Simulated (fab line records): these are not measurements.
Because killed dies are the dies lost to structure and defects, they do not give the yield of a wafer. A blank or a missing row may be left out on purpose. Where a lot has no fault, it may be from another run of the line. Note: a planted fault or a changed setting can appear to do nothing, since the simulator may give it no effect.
Which tool was responsible? || flow nand_harc || 11 lots with 33 wafers sampled at 5 steps, on a route of 1302 steps

WHAT THE GAUGES READ, wafer by wafer
NHARC_A_SGD_CUT_OVL_MEAS_10. Usual: overlay_x_nm 0.1 nm, standard deviation 0.88; overlay_y_nm 0.1 nm, standard deviation 0.83.
{"lot": "L794", "measured": "day 18 23:21", "on": "overlay-01", "overlay_x_nm (nm)": "-1.2 -0.5 -0.6", "overlay_y_nm (nm)": "-0.1 -1.0 -1.0", "flag": ""}
{"lot": "L797", "measured": "day 20 02:44", "on": "overlay-01", "overlay_x_nm (nm)": "-1.4 -1.1 -1.0", "overlay_y_nm (nm)": "0.5 0.5 0.1", "flag": ""}
{"lot": "L800", "measured": "day 21 07:58", "on": "overlay-02", "overlay_x_nm (nm)": "-0.8 -1.0 -0.7", "overlay_y_nm (nm)": "1.3 1.3 1.2", "flag": ""}
{"lot": "L801", "measured": "day 22 06:58", "on": "overlay-01", "overlay_x_nm (nm)": "-1.3 -0.4 -1.1", "overlay_y_nm (nm)": "-0.5 -0.8 -0.6", "flag": ""}
{"lot": "L802", "measured": "day 22 16:38", "on": "overlay-01", "overlay_x_nm (nm)": "1.3 1.6 1.6", "overlay_y_nm (nm)": "0.3 0.6 0.1", "flag": ""}
{"lot": "L803", "measured": "day 22 17:37", "on": "overlay-02", "overlay_x_nm (nm)": "0.5 0.8 0.9", "overlay_y_nm (nm)": "1.9 2.2 1.7", "flag": ""}
{"lot": "L811", "measured": "day 25 22:04", "on": "overlay-02", "overlay_x_nm (nm)": "-0.6 -0.5 -0.9", "overlay_y_nm (nm)": "0.8 0.8 1.0", "flag": ""}
{"lot": "L810", "measured": "day 25 22:22", "on": "overlay-02", "overlay_x_nm (nm)": "1.6 1.5 1.8", "overlay_y_nm (nm)": "0.5 0.3 0.7", "flag": ""}
{"lot": "L813", "measured": "day 26 22:02", "on": "overlay-01", "overlay_x_nm (nm)": "0.8 1.4 0.6", "overlay_y_nm (nm)": "0.6 1.0 0.4", "flag": ""}
{"lot": "L816", "measured": "day 27 21:22", "on": "overlay-02", "overlay_x_nm (nm)": "0.2 -0.5 -0.1", "overlay_y_nm (nm)": "-1.4 -1.1 -0.8", "flag": ""}
{"lot": "L817", "measured": "day 29 07:01", "on": "overlay-01", "overlay_x_nm (nm)": "0.0 -0.3 -0.6", "overlay_y_nm (nm)": "0.2 0.1 0.5", "flag": ""}

NHARC_END_SORT_01. Usual: killed_at_array 55, standard deviation 15; killed_at_other 1.0, standard deviation 1.2; killed_at_periphery 3.4, standard deviation 2.2; killed_dies 59, standard deviation 15; killed_open 3.2, standard deviation 2; killed_short 2.5, standard deviation 1.7.
{"lot": "L800", "measured": "day 26 20:17", "on": "prober-02", "killed_at_array": "676 674 673", "killed_at_other": "0 1 0", "killed_at_periphery": "1 2 4", "killed_dies": "677 677 677", "killed_open": "2 5 4", "killed_short": "3 3 2", "flag": "OFF"}
{"lot": "L801", "measured": "day 27 17:48", "on": "prober-01", "killed_at_array": "672 675 676", "killed_at_other": "0 0 0", "killed_at_periphery": "5 2 1", "killed_dies": "677 677 677", "killed_open": "8 2 6", "killed_short": "6 2 3", "flag": "OFF"}

WHICH TOOL RAN EACH LOT (tool, then ch and the chambers of the sampled wafers, then the start)
{"lot": "L794", "NHARC_A_STAIRCASE_ETCHBACK_422": "rie_diel-01 ch 1,2,3, day 18 21:12", "NHARC_A_SGD_CUT_DESCUM_14": "rie_diel-09 ch 0,1,2, day 18 23:27", "NHARC_A_SGD_CUT_ETCH_15": "rie_diel-09 ch 0,1,3, day 18 23:56"}
{"lot": "L797", "NHARC_A_STAIRCASE_ETCHBACK_422": "rie_diel-07 ch 0,2,3, day 20 00:39", "NHARC_A_SGD_CUT_DESCUM_14": "rie_diel-02 ch 1,2,3, day 20 02:50", "NHARC_A_SGD_CUT_ETCH_15": "rie_diel-02 ch 0,2,3, day 20 03:19"}
{"lot": "L800", "NHARC_A_STAIRCASE_ETCHBACK_422": "rie_diel-06 ch 0,3, day 21 05:45", "NHARC_A_SGD_CUT_DESCUM_14": "rie_diel-11 ch 0,1,2, day 21 08:05", "NHARC_A_SGD_CUT_ETCH_15": "rie_diel-11 ch 0,2,3, day 21 08:34"}
{"lot": "L801", "NHARC_A_STAIRCASE_ETCHBACK_422": "rie_diel-01 ch 0,2,3, day 22 04:52", "NHARC_A_SGD_CUT_DESCUM_14": "rie_diel-02 ch 0,1,2, day 22 07:05", "NHARC_A_SGD_CUT_ETCH_15": "rie_diel-02 ch 0,2,3, day 22 07:34"}
{"lot": "L802", "NHARC_A_STAIRCASE_ETCHBACK_422": "rie_diel-01 ch 0,2,3, day 22 14:29", "NHARC_A_SGD_CUT_DESCUM_14": "rie_diel-11 ch 2,3, day 22 16:45", "NHARC_A_SGD_CUT_ETCH_15": "rie_diel-11 ch 0,3, day 22 17:14"}
{"lot": "L803", "NHARC_A_STAIRCASE_ETCHBACK_422": "rie_diel-01 ch 1,2, day 22 15:32", "NHARC_A_SGD_CUT_DESCUM_14": "rie_diel-09 ch 0,1,3, day 22 17:44", "NHARC_A_SGD_CUT_ETCH_15": "rie_diel-09 ch 0,1,2, day 22 18:13"}
{"lot": "L811", "NHARC_A_STAIRCASE_ETCHBACK_422": "rie_diel-07 ch 0,1,3, day 25 19:59", "NHARC_A_SGD_CUT_DESCUM_14": "rie_diel-11 ch 0,3, day 25 22:10", "NHARC_A_SGD_CUT_ETCH_15": "rie_diel-11 ch 0,1,2, day 25 22:39"}
{"lot": "L810", "NHARC_A_STAIRCASE_ETCHBACK_422": "rie_diel-01 ch 0,1,3, day 25 20:08", "NHARC_A_SGD_CUT_DESCUM_14": "rie_diel-02 ch 0,2,3, day 25 22:28", "NHARC_A_SGD_CUT_ETCH_15": "rie_diel-02 ch 0,1,3, day 25 22:57"}
{"lot": "L813", "NHARC_A_STAIRCASE_ETCHBACK_422": "rie_diel-01 ch 1,2,3, day 26 19:52", "NHARC_A_SGD_CUT_DESCUM_14": "rie_diel-11 ch 0,2,3, day 26 22:08", "NHARC_A_SGD_CUT_ETCH_15": "rie_diel-11 ch 2,3, day 26 22:37"}
{"lot": "L816", "NHARC_A_STAIRCASE_ETCHBACK_422": "rie_diel-01 ch 0,1, day 27 19:13", "NHARC_A_SGD_CUT_DESCUM_14": "rie_diel-11 ch 0,1,2, day 27 21:28", "NHARC_A_SGD_CUT_ETCH_15": "rie_diel-11 ch 0,1,3, day 27 21:58"}
{"lot": "L817", "NHARC_A_STAIRCASE_ETCHBACK_422": "rie_diel-01 ch 0,3, day 29 04:48", "NHARC_A_SGD_CUT_DESCUM_14": "rie_diel-11 ch 0,2,3, day 29 07:08", "NHARC_A_SGD_CUT_ETCH_15": "rie_diel-11 ch 0,2,3, day 29 07:54"}
- NHARC_A_STAIRCASE_ETCHBACK_422: etches the open film in CH3F/O2, target depth 40 nm, time 74.286 s.
- NHARC_A_SGD_CUT_DESCUM_14: chemistry O2, time 3 s.
- NHARC_A_SGD_CUT_ETCH_15: etches the open film in CH3F/O2, target depth 75 nm, time 64.3 s.

WHAT THE TOOLS THEMSELVES READ (means of the sampled wafers that have a number; where no wafer has one, the mark that the record gives instead)
NHARC_A_STAIRCASE_ETCHBACK_422. Usual: drypump_motor_current_A 5.7 A, standard deviation 0.38; oes_product_au 0.94 a.u., standard deviation 0.032; rf_vpp_V 244.2 V, standard deviation 1.7; showerhead_plenum_p_Torr 2.44 Torr, standard deviation 0.11; throttle_valve_pct 20.662 %, standard deviation 0.01.
{"lot": "L794", "tool": "rie_diel-01", "drypump_motor_current_A (A)": 5.9, "oes_product_au (a.u.)": 1.00, "rf_vpp_V (V)": 244.4, "showerhead_plenum_p_Torr (Torr)": 2.43, "throttle_valve_pct (%)": 20.667, "flag": ""}
{"lot": "L797", "tool": "rie_diel-07", "drypump_motor_current_A (A)": 5.4, "oes_product_au (a.u.)": 0.93, "rf_vpp_V (V)": 243.2, "showerhead_plenum_p_Torr (Torr)": 2.39, "throttle_valve_pct (%)": 20.654, "flag": ""}
{"lot": "L800", "tool": "rie_diel-06", "drypump_motor_current_A (A)": 6.1, "oes_product_au (a.u.)": 1.00, "rf_vpp_V (V)": 246.2, "showerhead_plenum_p_Torr (Torr)": 2.57, "throttle_valve_pct (%)": 20.653, "flag": ""}
{"lot": "L801", "tool": "rie_diel-01", "drypump_motor_current_A (A)": 5.8, "oes_product_au (a.u.)": 0.92, "rf_vpp_V (V)": 242.6, "showerhead_plenum_p_Torr (Torr)": 2.37, "throttle_valve_pct (%)": 20.653, "flag": ""}
{"lot": "L802", "tool": "rie_diel-01", "drypump_motor_current_A (A)": 5.8, "oes_product_au (a.u.)": 0.93, "rf_vpp_V (V)": 243.3, "showerhead_plenum_p_Torr (Torr)": 2.37, "throttle_valve_pct (%)": 20.665, "flag": ""}
{"lot": "L803", "tool": "rie_diel-01", "drypump_motor_current_A (A)": 5.8, "oes_product_au (a.u.)": 0.93, "rf_vpp_V (V)": 244.9, "showerhead_plenum_p_Torr (Torr)": 2.45, "throttle_valve_pct (%)": 20.661, "flag": ""}
{"lot": "L811", "tool": "rie_diel-07", "drypump_motor_current_A (A)": 5.4, "oes_product_au (a.u.)": 1.00, "rf_vpp_V (V)": 244.7, "showerhead_plenum_p_Torr (Torr)": 2.44, "throttle_valve_pct (%)": 20.661, "flag": ""}
{"lot": "L810", "tool": "rie_diel-01", "drypump_motor_current_A (A)": 5.7, "oes_product_au (a.u.)": 0.99, "rf_vpp_V (V)": 243.1, "showerhead_plenum_p_Torr (Torr)": 2.38, "throttle_valve_pct (%)": 20.667, "flag": ""}
{"lot": "L813", "tool": "rie_diel-01", "drypump_motor_current_A (A)": 5.9, "oes_product_au (a.u.)": 0.98, "rf_vpp_V (V)": 243.1, "showerhead_plenum_p_Torr (Torr)": 2.40, "throttle_valve_pct (%)": 20.664, "flag": ""}
{"lot": "L816", "tool": "rie_diel-01", "drypump_motor_current_A (A)": 5.4, "oes_product_au (a.u.)": 0.91, "rf_vpp_V (V)": 243.8, "showerhead_plenum_p_Torr (Torr)": 2.39, "throttle_valve_pct (%)": 20.659, "flag": ""}
{"lot": "L817", "tool": "rie_diel-01", "drypump_motor_current_A (A)": 5.6, "oes_product_au (a.u.)": 0.91, "rf_vpp_V (V)": 243.1, "showerhead_plenum_p_Torr (Torr)": 2.33, "throttle_valve_pct (%)": 20.660, "flag": ""}

NHARC_A_SGD_CUT_DESCUM_14. Usual: drypump_motor_current_A 5.6 A, standard deviation 0.44; oes_product_au 1.000 a.u., standard deviation 0.012; rf_vpp_V 57.8 V, standard deviation 0.87; showerhead_plenum_p_Torr 1.92 Torr, standard deviation 0.088; throttle_valve_pct 11.309 %, standard deviation 0.0092.
{"lot": "L794", "tool": "rie_diel-09", "drypump_motor_current_A (A)": 5.5, "oes_product_au (a.u.)": 1.001, "rf_vpp_V (V)": 57.6, "showerhead_plenum_p_Torr (Torr)": 1.90, "throttle_valve_pct (%)": 11.305, "flag": ""}
{"lot": "L797", "tool": "rie_diel-02", "drypump_motor_current_A (A)": 5.7, "oes_product_au (a.u.)": 1.004, "rf_vpp_V (V)": 57.9, "showerhead_plenum_p_Torr (Torr)": 1.95, "throttle_valve_pct (%)": 11.303, "flag": ""}
{"lot": "L800", "tool": "rie_diel-11", "drypump_motor_current_A (A)": 6.0, "oes_product_au (a.u.)": 0.990, "rf_vpp_V (V)": 57.3, "showerhead_plenum_p_Torr (Torr)": 1.88, "throttle_valve_pct (%)": 11.308, "flag": ""}
{"lot": "L801", "tool": "rie_diel-02", "drypump_motor_current_A (A)": 5.7, "oes_product_au (a.u.)": 1.002, "rf_vpp_V (V)": 57.3, "showerhead_plenum_p_Torr (Torr)": 1.99, "throttle_valve_pct (%)": 11.311, "flag": ""}
{"lot": "L802", "tool": "rie_diel-11", "drypump_motor_current_A (A)": 5.6, "oes_product_au (a.u.)": 0.995, "rf_vpp_V (V)": 57.4, "showerhead_plenum_p_Torr (Torr)": 1.99, "throttle_valve_pct (%)": 11.319, "flag": ""}
{"lot": "L803", "tool": "rie_diel-09", "drypump_motor_current_A (A)": 5.4, "oes_product_au (a.u.)": 1.008, "rf_vpp_V (V)": 57.2, "showerhead_plenum_p_Torr (Torr)": 1.90, "throttle_valve_pct (%)": 11.310, "flag": ""}
{"lot": "L811", "tool": "rie_diel-11", "drypump_motor_current_A (A)": 5.4, "oes_product_au (a.u.)": 0.991, "rf_vpp_V (V)": 57.4, "showerhead_plenum_p_Torr (Torr)": 1.94, "throttle_valve_pct (%)": 11.318, "flag": ""}
{"lot": "L810", "tool": "rie_diel-02", "drypump_motor_current_A (A)": 5.6, "oes_product_au (a.u.)": 1.005, "rf_vpp_V (V)": 58.1, "showerhead_plenum_p_Torr (Torr)": 1.91, "throttle_valve_pct (%)": 11.308, "flag": ""}
{"lot": "L813", "tool": "rie_diel-11", "drypump_motor_current_A (A)": 5.6, "oes_product_au (a.u.)": 0.998, "rf_vpp_V (V)": 57.4, "showerhead_plenum_p_Torr (Torr)": 1.92, "throttle_valve_pct (%)": 11.306, "flag": ""}
{"lot": "L816", "tool": "rie_diel-11", "drypump_motor_current_A (A)": 6.0, "oes_product_au (a.u.)": 0.992, "rf_vpp_V (V)": 57.4, "showerhead_plenum_p_Torr (Torr)": 1.88, "throttle_valve_pct (%)": 11.316, "flag": ""}
{"lot": "L817", "tool": "rie_diel-11", "drypump_motor_current_A (A)": 5.6, "oes_product_au (a.u.)": 0.998, "rf_vpp_V (V)": 58.3, "showerhead_plenum_p_Torr (Torr)": 1.92, "throttle_valve_pct (%)": 11.309, "flag": ""}

NHARC_A_SGD_CUT_ETCH_15. Usual: bias_w 100.0 W (standard deviation 0.33); ch3f_flow_sccm 50.01 sccm (standard deviation 0.17); drypump_motor_current_A 5.6 A (standard deviation 0.43); oes_product_au 0.961 a.u. (standard deviation 0.019); rf_vpp_V 263.9 V (standard deviation 1.9); showerhead_plenum_p_Torr 2.47 Torr (standard deviation 0.11); throttle_valve_pct 20.663 % (standard deviation 0.0084).
{"lot": "L794", "tool": "rie_diel-09", "bias_w (W)": 100.2, "ch3f_flow_sccm (sccm)": 50.12, "drypump_motor_current_A (A)": 5.4, "oes_product_au (a.u.)": 0.944, "rf_vpp_V (V)": 263.8, "showerhead_plenum_p_Torr (Torr)": 2.44, "throttle_valve_pct (%)": 20.660, "flag": ""}
{"lot": "L797", "tool": "rie_diel-02", "bias_w (W)": 100.1, "ch3f_flow_sccm (sccm)": 49.90, "drypump_motor_current_A (A)": 5.6, "oes_product_au (a.u.)": 0.961, "rf_vpp_V (V)": 263.0, "showerhead_plenum_p_Torr (Torr)": 2.46, "throttle_valve_pct (%)": 20.662, "flag": ""}
{"lot": "L800", "tool": "rie_diel-11", "bias_w (W)": "-", "ch3f_flow_sccm (sccm)": "-", "drypump_motor_current_A (A)": "-", "oes_product_au (a.u.)": "-", "rf_vpp_V (V)": "-", "showerhead_plenum_p_Torr (Torr)": "-", "throttle_valve_pct (%)": "-", "flag": "OFF"}
{"lot": "L801", "tool": "rie_diel-02", "bias_w (W)": "-", "ch3f_flow_sccm (sccm)": "-", "drypump_motor_current_A (A)": "-", "oes_product_au (a.u.)": "-", "rf_vpp_V (V)": "-", "showerhead_plenum_p_Torr (Torr)": "-", "throttle_valve_pct (%)": "-", "flag": "OFF"}
{"lot": "L802", "tool": "rie_diel-11", "bias_w (W)": 99.7, "ch3f_flow_sccm (sccm)": 49.93, "drypump_motor_current_A (A)": 5.5, "oes_product_au (a.u.)": 0.942, "rf_vpp_V (V)": 264.7, "showerhead_plenum_p_Torr (Torr)": 2.49, "throttle_valve_pct (%)": 20.661, "flag": ""}
{"lot": "L803", "tool": "rie_diel-09", "bias_w (W)": 100.0, "ch3f_flow_sccm (sccm)": 49.92, "drypump_motor_current_A (A)": 5.5, "oes_product_au (a.u.)": 0.968, "rf_vpp_V (V)": 263.5, "showerhead_plenum_p_Torr (Torr)": 2.45, "throttle_valve_pct (%)": 20.662, "flag": ""}
{"lot": "L811", "tool": "rie_diel-11", "bias_w (W)": 100.1, "ch3f_flow_sccm (sccm)": 49.94, "drypump_motor_current_A (A)": 6.0, "oes_product_au (a.u.)": 0.952, "rf_vpp_V (V)": 262.6, "showerhead_plenum_p_Torr (Torr)": 2.41, "throttle_valve_pct (%)": 20.658, "flag": ""}
{"lot": "L810", "tool": "rie_diel-02", "bias_w (W)": 99.9, "ch3f_flow_sccm (sccm)": 50.03, "drypump_motor_current_A (A)": 5.9, "oes_product_au (a.u.)": 0.973, "rf_vpp_V (V)": 263.3, "showerhead_plenum_p_Torr (Torr)": 2.44, "throttle_valve_pct (%)": 20.665, "flag": ""}
{"lot": "L813", "tool": "rie_diel-11", "bias_w (W)": 100.6, "ch3f_flow_sccm (sccm)": 50.07, "drypump_motor_current_A (A)": 5.6, "oes_product_au (a.u.)": 0.965, "rf_vpp_V (V)": 265.1, "showerhead_plenum_p_Torr (Torr)": 2.56, "throttle_valve_pct (%)": 20.672, "flag": ""}
{"lot": "L816", "tool": "rie_diel-11", "bias_w (W)": 100.0, "ch3f_flow_sccm (sccm)": 49.98, "drypump_motor_current_A (A)": 5.8, "oes_product_au (a.u.)": 0.922, "rf_vpp_V (V)": 264.2, "showerhead_plenum_p_Torr (Torr)": 2.43, "throttle_valve_pct (%)": 20.668, "flag": ""}
{"lot": "L817", "tool": "rie_diel-11", "bias_w (W)": 99.9, "ch3f_flow_sccm (sccm)": 50.01, "drypump_motor_current_A (A)": 5.6, "oes_product_au (a.u.)": 0.945, "rf_vpp_V (V)": 263.8, "showerhead_plenum_p_Torr (Torr)": 2.47, "throttle_valve_pct (%)": 20.660, "flag": ""}

THE ANSWER, worked out from the rows above alone
Rule: a lot counts as off when the mean over its wafers that have a number is more than 3 standard deviations away from the usual mean. A lot without any number at a reading at which 4 lots or more have one is off too. All remaining lots with rows at the step are treated as sound. Order of review: gauges by route order, followed by the tools' own readings, for which a lot's mean as printed above is used. The first step at which some lot is off is used, and at that step the reading that is off furthest; a lot without a number counts as furthest.
Off: L800, L801, at NHARC_END_SORT_01 (killed_at_array). Neither off nor sound, because the step has no rows for them: L794, L797, L802, L803, L811, L810, L813, L816, L817.
If a tool, at a process step before that reading, ran all the lots that are off and no sound lot after the first of them, it fits. The gauges at NHARC_END_SORT_01 aren't tried: what is off there is off at NHARC_A_SGD_CUT_ETCH_15 too, on other tools, and a gauge's error can't cause that. No candidate that was tried fits.

WHAT THE SIMULATOR HAD INSERTED
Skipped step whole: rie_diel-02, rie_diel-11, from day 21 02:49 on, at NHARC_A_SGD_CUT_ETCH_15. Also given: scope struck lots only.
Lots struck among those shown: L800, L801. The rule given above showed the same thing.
